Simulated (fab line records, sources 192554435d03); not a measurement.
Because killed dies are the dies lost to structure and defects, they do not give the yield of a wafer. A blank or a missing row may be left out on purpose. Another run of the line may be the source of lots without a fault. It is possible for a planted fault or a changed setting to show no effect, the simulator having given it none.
fab line records	flow n5_finfet
record: lots: 6	wafers: 18	last_day: 22
route steps=1938 shown GATE_CUT@488 BEOL_M4@1111 PASSIVATION@1936
lots untouched by any fault: they come from a run of this same line in which no faults occurred
start_h: hours from the record's first day to the start of the lot's first wafer shown	wait_h: hours elapsed since this lot's preceding step	" repeats the value in the row above	L1.1+2: a single row standing in for several wafers	- either no value or no given start	* or withheld: withheld	< > ~ a bound
route shown NAME@n: NAME is a module with steps in the file, n the number in the route of the first one	usual: average and standard deviation across the fault-free wafers	same: alike in all rows	chamber/n: place in a boat	sites: each site's reading	_std_site: how widely they spread, as a standard deviation	_edge_site: mean of outer sites minus mean of inner sites	radius_mm: how far each site lies from the wafer's centre	mask NAME#n: copy n	behind: tool/chamber where the wafer was last shaped	hold: what put the lot on hold/how long, in hours/how the hold closed	device: which transistor (n, p or np) failed to switch	end of line: tests of these same wafers at the route's end	step lacking rows: just its recipe	killed: dies lost to structure and defects at the first sort, not the wafer's yield	map: dies across one wafer; x = killed, . = not, _ = none there
set.NAME: the run value of the setting; set.NAME@STEP: its run value at that earlier step	model.NAME: the simulator's own value behind a step, which no gauge read
a table for each step, a row for each wafer; lots at some steps of the route
services: a tool's chamber out of use, with start hour (start_h, from the record's first day; less than 0 if before it), hours out, and reason
== steps ==
step: N5_GATE_CUT_OVL_MEAS_14
recipe: points_per_wafer: 522
usual: GATE_CUT_OVL: 0.4/0.68
lot.wafer	tool	chamber	start_h	wait_h	GATE_CUT_OVL[nm]
L553.1	overlay-01	0	107.14	0.0	0.5
L553.2	"	0	"	"	-0.3
L553.3	"	0	"	"	-0.4
L557.2	overlay-02	0	134.24	0.0	1.3
L557.4	"	0	"	"	0.1
L557.5	"	0	"	"	0.0
L558.1	overlay-02	0	142.69	0.0	0.3
L558.5	"	0	"	"	-0.5
L558.6	"	0	"	"	0.4
L564.4	overlay-02	0	173.95	0.0	-0.5
L564.5	"	0	"	"	0.0
L564.6	"	0	"	"	0.7
L567.3	overlay-01	0	192.27	0.0	1.6
L567.4	"	0	"	"	0.9
L567.6	"	0	"	"	0.7
L569.2	overlay-02	0	203.14	0.0	0.0
L569.3	"	0	"	"	0.0
L569.4	"	0	"	"	0.5
step: N5_GATE_CUT_INSPECT_15
recipe: mode: adi	inspect_instrument: brightfield
usual: raw_defect_count: 124/36
lot.wafer	tool	chamber	start_h	wait_h	raw_defect_count
L553.1	defect_inspect-01	-	107.20	0.1	121
L553.2	"	-	"	"	201
L553.3	"	-	"	"	143
L557.2	defect_inspect-02	-	134.29	0.0	109
L557.4	"	-	"	"	148
L557.5	"	-	"	"	174
L558.1	defect_inspect-02	-	142.75	0.1	125
L558.5	"	-	"	"	138
L558.6	"	-	"	"	97
L564.4	defect_inspect-01	-	173.99	0.0	140
L564.5	"	-	"	"	124
L564.6	"	-	"	"	186
L567.3	defect_inspect-02	-	192.32	0.0	135
L567.4	"	-	"	"	123
L567.6	"	-	"	"	138
L569.2	defect_inspect-02	-	203.20	0.0	91
L569.3	"	-	"	"	153
L569.4	"	-	"	"	113
step: N5_GATE_CUT_DESCUM_18
recipe: chemistry: O2	time_s: 7	source_power_w: 50	bias_power_w: 20	pressure_mtorr: 20	rf_frequency_hz: 2.712e+07	temp_c: 40	resist: CAR-EUV	o2_flow_sccm: 225
usual: drypump_motor_current_A: 5.9/0.38	oes_product_au: 0.81/0.092	rf_vpp_V: 243.1/1.3	showerhead_plenum_p_Torr: 2.08/0.069	throttle_valve_pct: 20.42/0.18
same: time_s: 7
lot.wafer	tool	chamber	start_h	wait_h	drypump_motor_current_A	oes_product_au	rf_hours_counter_h	rf_vpp_V	showerhead_plenum_p_Torr	throttle_valve_pct
L553.1	rie_diel-03	2	107.24	0.0	5.9	0.87	29	243.8	2.13	20.32
L553.2	"	0	"	"	6.0	0.92	17	241.8	2.06	20.59
L553.3	"	1	"	"	5.2	0.71	197	245.3	2.16	20.21
L557.2	rie_diel-01	1	134.45	0.2	5.6	0.73	221	241.2	1.98	20.68
L557.4	"	3	"	"	6.1	0.94	-	244.5	2.14	20.24
L557.5	"	2	"	"	5.7	0.84	-	243.1	2.13	20.62
L558.1	rie_diel-06	1	142.78	0.0	6.3	1.01	0	243.2	2.06	20.41
L558.5	"	1	"	"	6.3	1.02	-	242.5	2.06	20.39
L558.6	"	2	"	"	5.5	0.81	-	243.1	2.12	20.34
L564.4	rie_diel-03	1	174.02	0.0	5.2	0.70	218	244.1	2.16	20.24
L564.5	"	3	"	"	6.2	0.82	-	241.7	2.02	20.19
L564.6	"	0	"	"	6.0	0.88	-	243.0	2.06	20.59
L567.3	rie_diel-06	1	192.48	0.2	6.3	0.93	15	242.2	2.05	20.44
L567.4	"	0	"	"	6.5	0.77	148	245.0	2.19	20.41
L567.6	"	1	"	"	6.3	0.94	-	241.5	2.05	20.43
L569.2	rie_diel-01	3	203.31	0.1	6.0	0.88	36	242.9	2.14	20.30
L569.3	"	2	"	"	5.7	0.82	81	244.6	2.12	20.65
L569.4	"	0	"	"	5.4	0.92	18	243.7	2.05	20.36
step: N5_GATE_CUT_ETCH_28
recipe: chemistry: N2/H2	target: underlayer	target_depth_a: 130	mask_material: CAR-EUV	time_s: 10.4	ion_energy_ev: 200	pressure_mtorr: 30	source_w: 840	bias_w: 150	n2_flow_sccm: 200	h2_flow_sccm: 200	ends: cleared
step: N5_GATE_CUT_ETCH_36
recipe: chemistry: CF4	target: SiARC	target_depth_a: 130	mask_material: CAR-EUV	time_s: 21.7	ion_energy_ev: 80	pressure_mtorr: 40	source_w: 545	bias_w: 36	Ar_flow_sccm: 100	cf4_flow_sccm: 100	ends: cleared
step: N5_GATE_CUT_ETCH_37
recipe: chemistry: N2/H2	target: SOC	target_depth_a: 600	overetch_a: 120	mask_material: SiARC	temp_c: 40	time_s: 90	ion_energy_ev: 200	pressure_mtorr: 30	source_w: 840	bias_w: 150	n2_flow_sccm: 200	h2_flow_sccm: 200
step: N5_GATE_CUT_STRIP_38
recipe: chemistry: N2/H2	temp_c: 40	n2_flow_sccm: 200	h2_flow_sccm: 200	rf_frequency_hz: 6e+07
step: N5_GATE_CUT_STRIP_39
recipe: chemistry: N2/H2	temp_c: 40	n2_flow_sccm: 200	h2_flow_sccm: 200	rf_frequency_hz: 6e+07
step: N5_GATE_CUT_HM_OPEN_40
recipe: chemistry: C4F6/O2	target: SiO2	mask_material: SiARC	target_depth_a: 1390	time_s: 85.1	ion_energy_ev: 250	pressure_mtorr: 30	source_w: 345	bias_w: 185	Ar_flow_sccm: 300	C4F6_flow_sccm: 10	O2_flow_sccm: 10	ends: cleared
usual: drypump_motor_current_A: 5.9/0.38	etch_rf_on_time_s: 93.8/1.6	oes_product_au: 0.73/0.083	rf_vpp_V: 662/8	showerhead_plenum_p_Torr: 2.84/0.086	throttle_valve_pct: 20.94/0.17
lot.wafer	tool	chamber	start_h	wait_h	drypump_motor_current_A	etch_rf_on_time_s	oes_product_au	rf_hours_counter_h	rf_vpp_V	showerhead_plenum_p_Torr	throttle_valve_pct
L553.1	rie_diel-03	2	107.40	0.0	5.9	91.4	0.80	29	657	2.91	20.88
L553.2	"	0	"	"	6.0	93.3	0.82	17	671	2.80	21.05
L553.3	"	1	"	"	5.2	95.2	0.64	197	675	2.94	20.73
L557.2	rie_diel-01	1	134.61	0.0	5.6	93.5	0.65	221	660	2.70	21.16
L557.4	"	3	"	"	6.1	92.6	0.86	-	654	2.90	20.72
L557.5	"	2	"	"	5.7	95.0	0.76	-	673	2.88	21.11
L558.1	rie_diel-06	1	142.95	0.0	6.3	92.4	0.91	0	650	2.81	20.96
L558.5	"	1	"	"	6.3	93.5	0.91	-	652	2.81	20.96
L558.6	"	2	"	"	5.5	94.0	0.74	-	663	2.88	20.88
L564.4	rie_diel-03	1	174.19	0.0	5.2	92.9	0.63	218	676	2.93	20.74
L564.5	"	3	"	"	6.2	91.4	0.73	-	657	2.76	20.73
L564.6	"	0	"	"	6.0	92.5	0.80	-	673	2.80	21.10
L567.3	rie_diel-06	1	192.64	0.0	6.3	93.8	0.85	15	651	2.80	20.98
L567.4	"	0	"	"	6.5	96.3	0.69	148	669	2.96	20.89
L567.6	"	1	"	"	6.3	94.7	0.85	-	652	2.80	20.98
L569.2	rie_diel-01	3	203.48	0.0	6.1	93.9	0.80	36	653	2.89	20.75
L569.3	"	2	"	"	5.7	94.5	0.72	81	672	2.87	21.14
L569.4	"	0	"	"	5.4	94.1	0.82	18	659	2.80	20.96
step: N5_GATE_CUT_STRIP_41
recipe: chemistry: CF4	resist: SiARC	power_w: 300	bias_power_w: 75	pressure_mtorr: 50	cf4_flow_sccm: 150	rf_frequency_hz: 6e+07
usual: drypump_motor_current_A: 5.9/0.38	oes_product_au: 0.186/0.02	rf_vpp_V: 271.0/1.5	showerhead_plenum_p_Torr: 1.79/0.054	throttle_valve_pct: 13.56/0.18
lot.wafer	tool	chamber	start_h	wait_h	drypump_motor_current_A	oes_product_au	rf_hours_counter_h	rf_vpp_V	showerhead_plenum_p_Torr	throttle_valve_pct
L553.1	rie_diel-03	2	107.46	0.0	5.9	0.195	29	273.3	1.83	13.41
L553.2	"	0	"	"	6.0	0.209	17	271.3	1.76	13.53
L553.3	"	1	"	"	5.2	0.166	197	271.7	1.85	13.49
L557.2	rie_diel-01	1	134.68	0.0	5.6	0.168	221	268.8	1.70	13.87
L557.4	"	3	"	"	6.1	0.221	-	271.7	1.84	13.30
L557.5	"	2	"	"	5.7	0.192	-	272.8	1.83	13.71
L558.1	rie_diel-06	1	143.01	0.0	6.3	0.232	0	270.6	1.77	13.48
L558.5	"	1	"	"	6.3	0.222	-	270.1	1.77	13.50
L558.6	"	2	"	"	5.5	0.188	-	271.3	1.81	13.44
L564.4	rie_diel-03	1	174.25	0.0	5.2	0.160	218	273.2	1.85	13.53
L564.5	"	3	"	"	6.2	0.183	-	269.3	1.74	13.39
L564.6	"	0	"	"	6.0	0.206	-	269.7	1.76	13.57
L567.3	rie_diel-06	1	192.70	0.0	6.3	0.213	15	270.5	1.77	13.53
L567.4	"	0	"	"	6.5	0.182	148	273.7	1.86	13.56
L567.6	"	1	"	"	6.2	0.214	-	271.2	1.77	13.52
L569.2	rie_diel-01	3	203.54	0.0	6.0	0.201	36	270.5	1.83	13.37
L569.3	"	2	"	"	5.7	0.187	81	271.7	1.82	13.76
L569.4	"	0	"	"	5.4	0.207	18	270.5	1.76	13.45
step: N5_GATE_CUT_STRIP_42
recipe: chemistry: O2	power_w: 400	temp_c: 40	pressure_mtorr: 30	rf_frequency_hz: 6e+07	bias_power_w: 0	overash_fraction: 0.3	o2_flow_sccm: 225
usual: drypump_motor_current_A: 5.9/0.38	oes_product_au: 0.81/0.091	rf_vpp_V: 3.7/0.46	showerhead_plenum_p_Torr: 2.09/0.069	throttle_valve_pct: 16.66/0.17
lot.wafer	tool	chamber	start_h	wait_h	drypump_motor_current_A	oes_product_au	rf_hours_counter_h	rf_vpp_V	showerhead_plenum_p_Torr	throttle_valve_pct
L553.1	rie_diel-03	2	107.48	0.0	5.9	0.87	29	3.2	2.14	16.53
L553.2	"	0	"	"	6.0	0.91	17	3.9	2.07	16.75
L553.3	"	1	"	"	5.2	0.71	197	4.4	2.17	16.50
L557.2	rie_diel-01	1	134.70	0.0	5.6	0.72	221	3.6	1.99	16.94
L557.4	"	3	"	"	6.0	0.94	-	3.6	2.15	16.45
L557.5	"	2	"	"	5.7	0.84	-	3.6	2.13	16.83
L558.1	rie_diel-06	1	143.03	0.0	6.3	1.02	0	3.3	2.06	16.61
L558.5	"	1	"	"	6.3	1.02	-	3.5	2.06	16.62
L558.6	"	2	"	"	5.5	0.81	-	3.5	2.12	16.56
L564.4	rie_diel-03	1	174.27	0.0	5.2	0.70	218	3.6	2.16	16.54
L564.5	"	3	"	"	6.2	0.82	-	3.9	2.02	16.45
L564.6	"	0	"	"	6.0	0.87	-	3.0	2.06	16.78
L567.3	rie_diel-06	1	192.72	0.0	6.3	0.94	15	3.7	2.06	16.62
L567.4	"	0	"	"	6.5	0.76	148	4.4	2.19	16.67
L567.6	"	1	"	"	6.3	0.94	-	3.7	2.06	16.63
L569.2	rie_diel-01	3	203.56	0.0	6.0	0.90	36	4.2	2.14	16.50
L569.3	"	2	"	"	5.7	0.81	81	3.9	2.12	16.85
L569.4	"	0	"	"	5.4	0.91	18	3.7	2.06	16.59
step: N5_GATE_CUT_ETCH_19
recipe: chemistry: CH3F/O2	target: SiNx	mask_material: SiO2	target_depth_a: 537	time_s: 76.7	pressure_mtorr: 30	source_w: 395	bias_w: 73	Ar_flow_sccm: 150	CH3F_flow_sccm: 30	O2_flow_sccm: 20	ion_energy_ev: 120	ends: cleared
step: N5_GATE_CUT_CUT_ETCH_53
recipe: chemistry: SF6/Cl2	target: W	mask_material: SiO2	target_depth_a: 792	pressure_mtorr: 8	icp_w: 900	bias_w: 80	SF6_flow_sccm: 40	Cl2_flow_sccm: 60	ends: cleared
usual: drypump_motor_current_A: 5.6/0.32	etch_rf_on_time_s: 26.3/0.38	oes_product_au: 0.66/0.067	rf_fwd_power_W: 879/3.5	throttle_valve_pct: 28.91/0.12
lot.wafer	tool	chamber	start_h	wait_h	drypump_motor_current_A	etch_rf_on_time_s	oes_product_au	rf_fwd_power_W	rf_hours_counter_h	throttle_valve_pct
L553.1	rie_metal-03	0	107.63	0.1	5.3	26.6	0.62	881	73	28.75
L553.2	"	1	"	"	5.4	26.3	0.75	876	29	29.01
L553.3	"	1	"	"	5.4	26.3	0.75	880	-	28.99
L557.2	rie_metal-03	0	134.84	0.1	5.3	33.8	0.54	669	76	28.72
L557.4	"	1	"	"	5.5	33.4	0.66	668	-	28.95
L557.5	"	0	"	"	5.3	33.9	0.54	665	-	28.72
L558.1	rie_metal-03	0	143.18	0.1	5.3	34.2	0.54	672	78	28.69
L558.5	"	1	"	"	5.4	33.9	0.65	668	-	28.93
L558.6	"	0	"	"	5.3	33.7	0.54	669	-	28.72
L564.4	rie_metal-02	0	174.44	0.1	6.3	26.4	0.72	874	-	28.97
L564.5	"	1	"	"	5.7	26.1	0.56	873	-	28.98
L564.6	"	0	"	"	6.2	26.4	0.71	876	-	28.98
L567.3	rie_metal-02	1	192.90	0.1	5.7	26.0	0.56	880	-	28.99
L567.4	"	0	"	"	6.2	26.5	0.71	880	-	28.96
L567.6	"	0	"	"	6.3	26.5	0.71	873	-	28.98
L569.2	rie_metal-01	0	203.71	0.1	5.6	26.0	0.60	876	96	28.73
L569.3	"	0	"	"	5.5	26.1	0.59	875	-	28.72
L569.4	"	1	"	"	5.9	25.6	0.60	870	-	29.07
step: N5_GATE_CUT_CUT_ETCH_54
recipe: chemistry: Cl2/BCl3	target: TiN	mask_material: SiO2	target_depth_a: 967	pressure_mtorr: 10	icp_w: 1000	bias_w: 126	Cl2_flow_sccm: 53.25	bcl3_flow_sccm: 21.75	Ar_flow_sccm: 25	ends: cleared
usual: drypump_motor_current_A: 5.6/0.32	etch_rf_on_time_s: 36.7/0.47	oes_product_au: 0.66/0.067	rf_fwd_power_W: 980/5.4	throttle_valve_pct: 22.28/0.091
lot.wafer	tool	chamber	start_h	wait_h	drypump_motor_current_A	etch_rf_on_time_s	oes_product_au	rf_fwd_power_W	rf_hours_counter_h	throttle_valve_pct
L553.1	rie_metal-03	0	107.69	0.0	5.3	36.9	0.63	983	73	22.17
L553.2	"	1	"	"	5.4	36.5	0.76	986	29	22.27
L553.3	"	1	"	"	5.4	36.2	0.76	978	-	22.28
L557.2	rie_metal-03	0	134.90	0.0	5.3	37.7	0.61	989	76	22.18
L557.4	"	1	"	"	5.4	37.0	0.74	975	-	22.29
L557.5	"	0	"	"	5.3	37.4	0.62	989	-	22.20
L558.1	rie_metal-03	0	143.24	0.0	5.3	37.3	0.62	990	78	22.21
L558.5	"	1	"	"	5.4	36.8	0.74	982	-	22.30
L558.6	"	0	"	"	5.3	37.1	0.62	984	-	22.19
L564.4	rie_metal-02	0	174.50	0.0	6.3	36.8	0.72	974	-	22.27
L564.5	"	1	"	"	5.7	36.3	0.57	982	-	22.42
L564.6	"	0	"	"	6.2	36.6	0.71	976	-	22.25
L567.3	rie_metal-02	1	192.98	0.1	5.7	36.4	0.56	986	-	22.41
L567.4	"	0	"	"	6.2	37.3	0.70	973	-	22.30
L567.6	"	0	"	"	6.2	36.9	0.71	974	-	22.28
L569.2	rie_metal-01	0	203.77	0.0	5.6	36.5	0.60	979	96	22.17
L569.3	"	0	"	"	5.6	36.6	0.60	975	-	22.18
L569.4	"	1	"	"	5.9	36.3	0.59	974	-	22.45
step: N5_BEOL_M4_RC_MEAS_101
usual: DIBL_N: 36.3/1.1	DIBL_P: 36.3/1.4	IOFF_N: 0.155/0.019	IOFF_P: 0.211/0.027	ION_N: 672/8.5	ION_P: 462/5.8	SS_N: 71.5/0.56	SS_P: 73.3/0.52	VT_N: 249.9/2.5	VT_P: -249.8/2.8
lot.wafer	tool	chamber	start_h	wait_h	DIBL_N[mV/V]	DIBL_P[mV/V]	IOFF_N[nA/um]	IOFF_P[nA/um]	ION_N[uA/um]	ION_P[uA/um]	SS_N[mV/dec]	SS_P[mV/dec]	VT_N[mV]	VT_P[mV]
L553.1	prober-01	0	237.91	0.0	37.1	36.9	0.156	0.246	665	468	72.1	73.0	251.7	-246.4
L553.2	"	0	"	"	35.8	35.8	0.146	0.231	665	465	71.4	73.2	251.7	-248.9
L553.3	"	0	"	"	37.4	37.7	0.176	0.275	678	468	71.2	73.1	249.4	-247.6
L558.1	prober-02	0	311.05	0.0	37.1	38.0	0.147	0.188	670	454	71.0	73.7	251.5	-250.6
L558.5	"	0	"	"	36.5	37.2	0.148	0.181	670	455	71.5	72.3	249.4	-254.8
L558.6	"	0	"	"	36.9	37.3	0.154	0.184	675	455	70.8	73.3	250.4	-252.2
L567.3	prober-02	0	385.66	0.3	37.1	35.5	0.140	0.194	659	458	71.6	73.0	252.5	-250.8
L567.4	"	0	"	"	36.8	34.6	0.135	0.191	673	461	71.3	73.1	251.9	-252.1
L567.6	"	0	"	"	37.7	36.3	0.159	0.218	675	465	71.8	73.4	251.1	-248.3
L569.2	prober-02	0	390.21	0.2	37.2	37.6	0.175	0.237	686	467	71.5	73.8	245.8	-248.3
L569.3	"	0	"	"	36.9	37.1	0.168	0.230	677	466	71.7	73.5	245.2	-246.1
L569.4	"	0	"	"	36.7	37.0	0.160	0.228	682	471	71.8	73.3	247.4	-247.4
L564.4	prober-01	0	391.78	0.5	35.9	36.0	0.159	0.206	676	458	71.5	72.8	250.5	-248.7
L564.5	"	0	"	"	36.1	36.5	0.168	0.222	681	466	71.4	73.5	247.5	-247.2
L564.6	"	0	"	"	35.2	35.5	0.148	0.201	674	467	70.6	73.2	250.6	-250.8
L557.2	prober-02	0	399.79	0.2	37.0	38.3	0.162	0.214	675	466	71.3	73.5	246.4	-249.6
L557.4	"	0	"	"	33.6	32.5	0.105	0.142	658	454	70.4	72.8	255.7	-256.8
L557.5	"	0	"	"	34.7	34.7	0.118	0.173	652	458	70.4	73.1	253.0	-253.3
step: N5_PASSIVATION_PROBE_49
usual: defect_limited_yield: 91.4/1.2	killed_at_M0_to_M3: 34/10	killed_at_M4_up: 14/5.1	killed_at_contacts: 12/6.4	killed_at_front_end: 38/9.3	killed_at_other: 4/3	killed_dies: 102/15	killed_open: 67/12	killed_short: 33/6.9	sort_bin_5_function: 5.0/0.86	sort_bin_6_memory: 3.2/0.58	sort_n_pass: 1078/15	sort_yield_pct: 91.4/1.2
same: gross_dies: 1180	killed_at_back_side: 0	sort_bin_4_leakage[%]: 0	sort_bin_8_speed[%]: 0
lot.wafer	tool	chamber	start_h	wait_h	defect_limited_yield[%]	killed_at_M0_to_M3	killed_at_M4_up	killed_at_contacts	killed_at_front_end	killed_at_other	killed_dies	killed_open	killed_short	sort_bin_5_function[%]	sort_bin_6_memory[%]	sort_n_pass	sort_yield_pct[%]
L553.1	prober-02	-	337.18	0.0	93.3	24	13	9	31	2	79	55	22	4.4	2.1	1101	93.3
L553.2	prober-02	-	337.23	0.1	92.9	29	5	15	31	4	84	50	34	4.2	2.8	1096	92.9
L553.3	prober-02	-	337.28	0.1	92.1	25	11	22	33	2	93	62	30	5.3	2.5	1087	92.1
L558.1	prober-02	-	422.19	0.4	93.1	29	13	11	19	9	81	49	28	4.2	2.5	1099	93.1
L558.5	prober-02	-	422.39	0.6	92.6	31	9	6	36	5	87	57	26	3.9	3.2	1093	92.6
L558.6	prober-02	-	422.44	0.6	92.5	27	13	5	36	8	89	53	35	4.2	2.9	1091	92.5
L567.3	prober-01	-	498.58	0.1	92.7	26	24	3	32	1	86	59	26	4.0	2.8	1094	92.7
L567.4	prober-01	-	498.63	0.2	89.7	47	17	11	46	0	121	88	27	6.6	3.5	1059	89.7
L567.6	prober-01	-	498.73	0.3	90.0	42	25	5	44	2	118	72	42	5.6	3.6	1062	90.0
L569.3	prober-01	-	509.05	0.1	92.4	24	8	13	39	6	90	58	29	5.1	2.1	1090	92.4
L569.4	prober-01	-	509.10	0.2	90.6	27	12	15	47	10	111	70	39	5.3	3.7	1069	90.6
killed by level:class
L553.1 BEOL_M3:geometric_particle:open=11 MOL_CONTACT_COAG:geometric_particle:open=7 FIN_SAQP:geometric_particle:open=6 BEOL_M0_SAQP:geometric_particle:open=5 ILD0:geometric_particle:open=4 GATE_CUT:geometric_particle:short=4 BEOL_M4:geometric_particle:open=4 BEOL_M5:geometric_particle:open=4
L553.2 MOL_CONTACT_COAG:geometric_particle:open=9 BEOL_M0_SAQP:geometric_particle:short=7 FIN_SAQP:geometric_particle:open=6 MOL_CONTACT_COAG:geometric_particle:short=6 BEOL_M2:geometric_particle:open=6 BEOL_M3:geometric_particle:open=6 DUMMY_GATE:geometric_particle:open=5 FIN_SAQP:geometric_particle:short=4
L553.3 MOL_CONTACT_COAG:geometric_particle:open=16 FIN_SAQP:geometric_particle:open=9 BEOL_M2:geometric_particle:open=7 BEOL_M3:geometric_particle:open=7 STI_FIN_REVEAL:geometric_particle:open=6 MOL_CONTACT_COAG:geometric_particle:short=6 BEOL_M3:geometric_particle:short=6 FIN_SAQP:geometric_particle:short=4
L558.1 MOL_CONTACT_COAG:geometric_particle:open=10 BEOL_M0_SAQP:geometric_particle:open=8 BEOL_M0_SAQP:geometric_particle:short=6 STI_FIN_REVEAL:geometric_particle:open=5 BEOL_M2:geometric_particle:open=5 DUMMY_GATE:geometric_particle:open=4 GATE_CUT:geometric_particle:short=3 BEOL_M4:geometric_particle:open=3
L558.5 FIN_SAQP:geometric_particle:open=7 BEOL_M2:geometric_particle:open=7 BEOL_M0_SAQP:geometric_particle:short=6 BEOL_M0_SAQP:geometric_particle:open=6 BEOL_M3:geometric_particle:open=6 GATE_CUT:geometric_particle:open=5 GATE_CUT:geometric_particle:short=5 MOL_CONTACT_COAG:geometric_particle:open=4
L558.6 FIN_SAQP:geometric_particle:open=8 BEOL_M4:geometric_particle:open=7 BEOL_M1:geometric_particle:open=6 FIN_SAQP:geometric_particle:short=5 BEOL_M0_SAQP:geometric_particle:short=5 BEOL_M0_SAQP:geometric_particle:open=5 DUMMY_GATE:geometric_particle:open=4 GATE_CUT:geometric_particle:short=4
L567.3 STI_FIN_REVEAL:geometric_particle:open=10 BEOL_M4:geometric_particle:open=10 BEOL_M0_SAQP:geometric_particle:open=8 BEOL_M0_SAQP:geometric_particle:short=7 DUMMY_GATE:geometric_particle:open=7 STI_FIN_REVEAL:geometric_particle:short=4 BEOL_M2:geometric_particle:open=4 BEOL_M2:geometric_particle:short=3
L567.4 STI_FIN_REVEAL:geometric_particle:open=21 BEOL_M3:geometric_particle:open=20 BEOL_M0_SAQP:geometric_particle:open=12 STI_FIN_REVEAL:geometric_particle:short=8 MOL_CONTACT_COAG:geometric_particle:open=8 BEOL_M15:coat_microbubble_printed=5 FIN_SAQP:geometric_particle:open=4 BEOL_M0_SAQP:geometric_particle:short=4
L567.6 BEOL_M0_SAQP:geometric_particle:short=11 STI_FIN_REVEAL:geometric_particle:open=7 DUMMY_GATE:geometric_particle:open=7 BEOL_M0_SAQP:geometric_particle:open=7 BEOL_M1:geometric_particle:open=7 BEOL_M4:geometric_particle:open=7 GATE_CUT:geometric_particle:open=6 GATE_CUT:geometric_particle:short=5
L569.3 MOL_CONTACT_COAG:geometric_particle:open=11 STI_FIN_REVEAL:geometric_particle:open=10 BEOL_M1:geometric_particle:open=8 BEOL_M2:geometric_particle:open=6 FIN_SAQP:geometric_particle:short=5 DUMMY_GATE:geometric_particle:open=5 FIN_SAQP:geometric_particle:open=4 STI_FIN_REVEAL:geometric_particle:short=4
L569.4 MOL_CONTACT_COAG:geometric_particle:open=11 BEOL_M2:geometric_particle:open=11 STI_FIN_REVEAL:geometric_particle:open=10 STI_FIN_REVEAL:geometric_particle:short=7 DUMMY_GATE:geometric_particle:open=7 BEOL_M0_SAQP:geometric_particle:short=6 FIN_SAQP:geometric_particle:short=5 GATE_CUT:geometric_particle:short=5
== services ==
tool	chamber	start_h	hours	kind
rie_metal-01	-	91.69	2.8	pm
rie_metal-03	-	104.76	1.4	pm
rie_diel-03	3	106.94	1.8	repair
rie_diel-06	1	123.02	-	clean
rie_diel-06	1	123.02	-	consumable_replace:focus_ring
rie_diel-06	1	123.02	17.3	scheduled_down
rie_diel-06	1	123.02	17.3	vent_cycle
rie_diel-03	0	125.34	6.0	repair
rie_diel-01	0	128.42	-	clean
rie_diel-01	0	128.42	-	consumable_replace:focus_ring
rie_diel-01	0	128.42	12.2	scheduled_down
rie_diel-01	0	128.42	12.2	vent_cycle
rie_metal-03	1	145.96	11.0	repair
rie_diel-01	2	154.65	6.9	repair
rie_metal-02	-	181.79	0.6	repair
rie_diel-01	0	189.86	5.1	repair
== key ==
first_sign: step: N5_GATE_CUT_CUT_ETCH_53	reading: rf_fwd_power_W	direction: down	sigmas: 61	usual: *	struck: *
effect: step: N5_GATE_CUT_CUT_ETCH_53	reading: etch_rf_on_time_s	direction: up	sigmas: 20	usual: *	struck: *
met_at N5_GATE_CUT_CUT_ETCH_53
struck_wafers L557.2,L557.4,L557.5,L558.1,L558.5,L558.6
onset_between 107.63 134.84
fault: kind: process_parameter_drift	tool: rie_metal-03	chamber: -	onset_h: 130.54	steps: N5_GATE_CUT_CUT_ETCH_53	channel: icp_w	offset: -216	shape: step	end_h: 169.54	acts_in: these_recipes_only	stated: 900
